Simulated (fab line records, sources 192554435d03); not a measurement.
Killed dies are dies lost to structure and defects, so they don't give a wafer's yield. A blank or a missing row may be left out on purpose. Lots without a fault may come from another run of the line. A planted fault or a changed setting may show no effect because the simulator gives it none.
Chamber matching | flow n5_finfet | N5_BEOL_M15_ETCH_59 on rie_diel-02: 4 sister chambers
The step etches BARC in N2/H2, target depth 89 nm, overetch 26.7 nm, time 67.9 s. 24 wafers are shown with their chamber, then 12 later ones without.

WAFERS WITH THEIR CHAMBER
wafer  | chamber | throttle_valve_pct (%) | drypump_motor_current_A (A) | showerhead_plenum_p_Torr (Torr)
L074.4 | 3       | 17.69                  | 5.2                         | 2.59
L074.5 | 0       | 18.11                  | 5.5                         | 2.60
L074.6 | 1       | 18.24                  | 6.1                         | 2.59
L077.1 | 3       | 17.70                  | 5.1                         | 2.58
L077.2 | 1       | 18.25                  | 6.1                         | 2.58
L077.6 | 0       | 18.10                  | 5.5                         | 2.60
L078.3 | 0       | 18.11                  | 5.5                         | 2.60
L078.4 | 1       | 18.26                  | 6.1                         | 2.58
L078.5 | 0       | 18.10                  | 5.5                         | 2.60
L079.1 | 1       | 18.24                  | 6.1                         | 2.58
L079.4 | 0       | 18.11                  | 5.5                         | 2.60
L079.5 | 2       | 18.02                  | 5.6                         | 2.53
L081.2 | 1       | 18.25                  | 6.1                         | 2.58
L081.3 | 0       | 18.11                  | 5.5                         | 2.60
L081.6 | 0       | 18.12                  | 5.5                         | 2.60
L083.1 | 0       | 18.13                  | 5.4                         | 2.60
L083.3 | 1       | 18.27                  | 6.1                         | 2.58
L083.4 | 3       | 17.69                  | 5.2                         | 2.58
L084.1 | 3       | 17.71                  | 5.2                         | 2.58
L084.3 | 0       | 18.13                  | 5.5                         | 2.60
L084.6 | 0       | 18.13                  | 5.5                         | 2.59
L086.3 | 0       | 18.15                  | 5.5                         | 2.59
L086.5 | 1       | 18.28                  | 6.1                         | 2.58
L086.6 | 0       | 18.14                  | 5.5                         | 2.59

SIGNATURES (means of the wafers above)
reading                  | chamber 0 | chamber 1 | chamber 2 | chamber 3 | scatter within a chamber
throttle_valve_pct       | 18.1200   | 18.2557   | 18.0200   | 17.6975   | 0.0149
drypump_motor_current_A  | 5.492     | 6.100     | 5.600     | 5.175     | 0.0289
showerhead_plenum_p_Torr | 2.5975    | 2.5814    | 2.5300    | 2.5825    | 0.00439
Rule: a wafer's distance from a chamber is the root of the sum, over the readings, of the square of ((its reading less the chamber's mean) divided by the reading's scatter). The wafer belongs to the nearest chamber; if the next one is less than 2 further off, it can't be placed. The scatter: the root of (the sum of the squares of (reading less its chamber's mean) over the shown wafers, divided by (wafers less chambers)).

WAFERS WITHOUT THEIR CHAMBER
wafer  | throttle_valve_pct (%) | drypump_motor_current_A (A) | showerhead_plenum_p_Torr (Torr)
L089.2 | 18.28                  | 6.1                         | 2.58
L089.3 | 17.71                  | 5.2                         | 2.58
L089.4 | 18.03                  | 5.5                         | 2.53
L093.1 | 18.31                  | 6.1                         | 2.57
L093.4 | 17.77                  | 5.2                         | 2.57
L093.5 | 17.52                  | 5.5                         | 2.52
L094.1 | 17.74                  | 5.2                         | 2.57
L094.2 | 18.16                  | 5.5                         | 2.59
L094.4 | 17.52                  | 5.5                         | 2.52
L095.2 | 17.78                  | 5.2                         | 2.57
L095.3 | 17.51                  | 5.5                         | 2.52
L095.6 | 17.76                  | 5.2                         | 2.57

WHICH CHAMBER EACH WENT THROUGH
wafer  | from the rows above | in truth
L089.2 | 1                   | 1
L089.3 | 3                   | 3
L089.4 | 2                   | 2
L093.1 | 1                   | 1
L093.4 | 3                   | 3
L093.5 | 3                   | 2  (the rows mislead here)
L094.1 | 3                   | 3
L094.2 | 0                   | 0
L094.4 | 3                   | 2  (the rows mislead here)
L095.2 | 3                   | 3
L095.3 | 3                   | 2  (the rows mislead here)
L095.6 | 3                   | 3
Placed correctly: 9 of 12. Can't be placed from these rows: 0. Placed wrongly: 3.
